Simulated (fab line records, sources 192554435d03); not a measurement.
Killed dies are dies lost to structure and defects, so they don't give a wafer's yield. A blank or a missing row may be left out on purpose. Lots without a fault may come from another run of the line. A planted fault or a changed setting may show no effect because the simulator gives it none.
Problem report in the 8D (eight disciplines) form, filled by code | flow n5_finfet | the parts of the form that need people (team, actions taken, sign-off) are left out

1. THE PROBLEM
bias_w at N5_BEOL_M2_TRENCH_ETCH_37 reads a mean of 156.7 W on 6 wafers of 2 lots; wafers without a fault read 185.0 W with a standard deviation of 0.58. That is -49 standard deviations from the usual mean.
The step: etches SiOC in C4F6/O2, target depth 55.555 nm, time 29.2 s.
First seen on wafer L618.1, day 9 22:50, on rie_diel-03. The record holds 28 wafers of 10 lots with a number at this step. Rule for "out", or "out of limits": more than 4 standard deviations from the usual mean. The other wafers with a number count as sound.

2. WHAT IT IS AND WHAT IT IS NOT
question                    | is                     | is not
which readings at this step | bias_w                 | drypump_motor_current_A, oes_product_au, showerhead_plenum_p_Torr, throttle_valve_pct
which lots                  | L618, L619             | L607, L610, L612, L614, L620, L624, L626, L629
which wafers of those lots  | all that have a number | -
read on which tools         | rie_diel-03            | rie_diel-01, rie_diel-06
when                        | from day 9 22:50       | up to then (12 sound wafers); but 10 sound wafers of L620, L624, L626, L629 came after

3. SUSPECTS, AND WHAT RULES EACH OUT
Counting: a tool at a process step up to the reading stays a suspect if it ran every lot that is out and no sound lot after the first of them.
- ald_sin-01 at N5_BEOL_M2_ALD_98 (deposits SiO2, target thk 2.5 nm, pulse time 1 s, co reactant pulse time 1 s): kept. It ran every lot that is out, first L618 (day 9 21:56), and no sound lot after that; its last sound lot up to then is L612 (day 8 05:10).
- rie_diel-03 at N5_BEOL_M2_VIA_ETCH_34 (etches the open film in C4F6/O2, target depth 69.4 nm, time 65.9 s): kept. It ran every lot that is out, first L618 (day 9 22:44), and no sound lot after that; its last sound lot up to then is L614 (day 8 09:50).
- rie_diel-03 at N5_BEOL_M2_TRENCH_ETCH_37 (etches SiOC in C4F6/O2, target depth 55.555 nm, time 29.2 s): kept. It ran every lot that is out, first L618 (day 9 22:50), and no sound lot after that; its last sound lot up to then is L614 (day 8 09:56). Its own readings are out on those wafers: bias_w.
Left after counting: ald_sin-01 at N5_BEOL_M2_ALD_98, rie_diel-03 at N5_BEOL_M2_VIA_ETCH_34, rie_diel-03 at N5_BEOL_M2_TRENCH_ETCH_37.

4. THE CAUSE (what the simulator had put in)
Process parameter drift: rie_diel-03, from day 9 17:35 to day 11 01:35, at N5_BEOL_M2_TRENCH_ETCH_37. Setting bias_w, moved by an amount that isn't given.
Counting left 3 suspects, and this tool is among them.

5. THE CHAIN OF EFFECTS, in route order
Each row: a reading whose mean over the struck wafers that have a number lies more than 3 standard deviations from the usual. Only readings for which the record gives a usual standard deviation are gone through. hours: the time from each lot's start at the first step in this table that gives one to its start at this step, as a median over the lots. sigmas: the change in usual standard deviations.
hours | step                      | reading  | usual   | on struck wafers | change | sigmas
0     | N5_BEOL_M2_TRENCH_ETCH_37 | bias_w   | 185.0 W | 156.7            | -28.3  | -49
0     | N5_BEOL_M2_TRENCH_ETCH_37 | rf_vpp_V | 660 V   | 578              | -82    | -4.8
The process steps in it:
- N5_BEOL_M2_TRENCH_ETCH_37: etches SiOC in C4F6/O2, target depth 55.555 nm, time 29.2 s.
Later measuring or inspecting steps at which every struck wafer that the step has a row for has a number for every such reading, and none has moved that far: N5_BEOL_M2_CD_MEAS_35, N5_BEOL_M4_RC_MEAS_101.

6. WHAT WOULD HAVE CAUGHT IT SOONER
In this record the first reading out of limits was taken at day 9 22:50, 5 hours after the fault began at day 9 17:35.
